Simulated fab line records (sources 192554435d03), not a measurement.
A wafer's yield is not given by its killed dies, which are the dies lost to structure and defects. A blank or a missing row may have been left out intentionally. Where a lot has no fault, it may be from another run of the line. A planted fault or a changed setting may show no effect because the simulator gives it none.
Matching of chambers + flow n5_finfet + rie_si-05 running N5_FIN_CUT_CUT_ETCH_15: 4 sister chambers
The step etches Si in HBr/Cl2/O2, target depth 100 nm, bt time 10 s, time 42.4 s. 4 wafers are shown with their chamber, then 7 later ones without.

== WAFERS WITH THEIR CHAMBER ==
| wafer  | chamber | throttle_valve_pct (%) |
|--------|---------|------------------------|
| L080.1 | 2       | 37.03                  |
| L080.4 | 0       | 37.52                  |
| L087.2 | 3       | 36.97                  |
| L087.4 | 1       | 37.69                  |

== WAFERS WHOSE CHAMBER IS MISSING ==
| wafer  | throttle_valve_pct (%) |
|--------|------------------------|
| L087.6 | 37.03                  |
| L089.1 | 37.52                  |
| L089.5 | 37.69                  |
| L089.6 | 37.52                  |
| L095.1 | 36.99                  |
| L095.3 | 37.70                  |
| L095.4 | 37.02                  |

== CHAMBER TAKEN BY EACH ==
| wafer  | from the rows above | in truth |
|--------|---------------------|----------|
| L087.6 | 2                   | 2        |
| L089.1 | 0                   | 0        |
| L089.5 | 1                   | 1        |
| L089.6 | 0                   | 0        |
| L095.1 | 3                   | 3        |
| L095.3 | 1                   | 1        |
| L095.4 | 2                   | 2        |
Correct placement for 7 of the 7. Can't be placed from these rows: 0. Placed wrongly: 0.
How it was worked out, from the rows above alone: a wafer's distance from a chamber is the root of the sum, over the readings, of the square of ((its reading less the chamber's mean) divided by the reading's scatter). If the next closest chamber is less than 2 further off than the closest, the wafer can't be placed; otherwise it belongs to the closest. The mean given for a chamber averages the wafers shown for that chamber. The scatter: root of mean squared gap, hidden wafer to nearest shown wafer, with one shown wafer a chamber.
